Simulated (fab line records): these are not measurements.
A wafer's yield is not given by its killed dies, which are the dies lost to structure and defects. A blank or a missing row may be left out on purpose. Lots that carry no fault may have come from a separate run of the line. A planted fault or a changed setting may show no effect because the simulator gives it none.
Which of the tools did it? -- flow n5Finfet -- Sampling: 12 lots, 36 wafers, 2 of 1938 route steps

== WHAT THE GAUGES SHOWED, per wafer ==
N5_BEOL_M5_INSPECT_58: inspects for defects (darkfield).
lot,measured,on,rawDefectCount
L075,day 8 22:57,defectInspect-02,73 73 101
L076,day 9 08:59,defectInspect-02,41 68 33
L079,day 9 22:55,defectInspect-01,51 52 90
L081,day 10 12:05,defectInspect-02,114 83 105
L083,day 11 06:42,defectInspect-01,71 57 51
L085,day 11 20:30,defectInspect-01,50 94 66
L088,day 12 03:05,defectInspect-01,55 88 115
L089,day 12 08:47,defectInspect-02,98 103 107
L092,day 13 07:16,defectInspect-02,65 125 76
L094,day 13 19:16,defectInspect-02,150 133 86
L096,day 14 05:06,defectInspect-02,71 49 94
L091,day 14 22:05,defectInspect-02,88 83 75

== WHICH TOOL RAN EACH LOT (tool, then ch and the chambers of the sampled wafers, then the start) ==
lot,N5_BEOL_M5_SPUTTER_90
L075,"pvdSputter-02, day 8 21:44"
L076,"pvdSputter-02, day 9 07:53"
L079,"pvdSputter-02, day 9 21:50"
L081,"pvdSputter-03, day 10 09:54"
L083,"pvdSputter-03, day 11 05:36"
L085,"pvdSputter-02, day 11 19:20"
L088,"pvdSputter-03, day 12 02:01"
L089,"pvdSputter-03, day 12 07:42"
L092,"pvdSputter-02, day 13 06:10"
L094,"pvdSputter-01, day 13 18:10"
L096,"pvdSputter-02, day 14 04:01"
L091,"pvdSputter-02, day 14 21:00"
- N5_BEOL_M5_SPUTTER_90: material Cu, target thk 4.5 nm, time 8.29 s.

== THE ANSWER, worked out from the rows above alone ==
Rule: usual is defined by the lots themselves. The widest of any qualifying gaps counts: lots, ordered by their means at a reading, are off when they make up no more than a third of the lots, leave a main group of 4 or more, and stand apart from it by 3 or more times the standard deviation of that group's means. A main group whose means are all the same, to the digits that the tables above print for the reading, isn't used. A lot without any number at a reading at which 4 lots or more have one is off too. Where the step has rows for the other lots, those lots are counted as sound.
None of the lots is off at any reading shown; this tells nothing.

== WHAT THE SIMULATOR HAD PUT IN ==
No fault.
